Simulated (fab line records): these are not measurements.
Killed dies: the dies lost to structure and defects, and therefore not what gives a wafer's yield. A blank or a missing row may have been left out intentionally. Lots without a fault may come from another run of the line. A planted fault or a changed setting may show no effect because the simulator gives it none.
8D (eight disciplines) problem report, filled in by code	flow n5Finfet	the parts of the form that need people (team, actions taken, sign-off) are left out

== 1. WHAT WENT WRONG ==
Wafers without a fault read 26.2 s, standard deviation 0.86; etchRfOnTimeS at N5_GATE_CUT_CUT_ETCH_53 reads a mean of 34.3 s on 4 wafers belonging to 2 lots. That is +9.4 standard deviations from the usual mean.
The step: etches W in SF6/Cl2, target depth 79.2 nm.
The first sign was on wafer L871.3 at day 9 15:31, on rieMetal-03. At this step, 32 wafers from 12 lots have a number in the record. Rule for "out", or "out of limits": more than 4 standard deviations from the usual mean. The rest of the wafers with a number are treated as sound.

== 2. WHAT IT IS AND WHAT IT IS NOT ==
question	is	is not
which readings at this step	etchRfOnTimeS	drypumpMotorCurrentA
which lots	L871, L875	L852, L855, L856, L857, L859, L860, L861, L863, L865, L866
which wafers of those lots	L871.3, L871.5, L875.3, L875.5	L871.4, L875.1
read on which tools	rieMetal-03	rieMetal-01, rieMetal-02
when	from day 9 15:31	up to then (27 sound wafers); but 1 sound wafer of L875 came after

== 3. SUSPECTS, AND WHAT RULES EACH OUT ==
Counting: a tool at a process step up to the reading stays a suspect if it ran every lot that is out. Sound lots after the first of them don't rule it out here, since some wafers of a struck lot are sound.
- rieMetal-03 at N5_GATE_CUT_CUT_ETCH_53 (etches W in SF6/Cl2, target depth 79.2 nm): kept. Ran every lot that is out, first one L871 (day 9 15:31); last sound lot up to then L865 (day 8 04:19). Its own etchRfOnTimeS readings are out on those wafers.
Left after counting: rieMetal-03 at N5_GATE_CUT_CUT_ETCH_53.

== 4. THE CAUSE (what the simulator had put in) ==
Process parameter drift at N5_GATE_CUT_CUT_ETCH_53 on rieMetal-03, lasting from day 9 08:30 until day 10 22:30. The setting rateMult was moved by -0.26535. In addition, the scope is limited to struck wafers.
After counting, this tool was the only one left.

== 5. SEQUENCE OF EFFECTS, ordered by route ==
One row per reading whose mean, taken over the struck wafers that have a number, lies over 3 standard deviations from the usual. Scope: only readings with a usual standard deviation given in the record; hours: median across lots of the time from each lot's start at the first step in this table that gives one to its start at this step; sigmas: change in usual standard deviations.
hours	step	reading	usual	on struck wafers	change	sigmas
0	N5_GATE_CUT_CUT_ETCH_53	etchRfOnTimeS	26.2 s	34.3	+8.1	+9.4
Here are the process steps it includes:
- N5_GATE_CUT_CUT_ETCH_53: etches W in SF6/Cl2, target depth 79.2 nm.

== 6. HOW IT WOULD HAVE BEEN CAUGHT EARLIER ==
First out-of-limits reading in this record: day 9 15:31, which is 7 hours after fault onset at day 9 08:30.
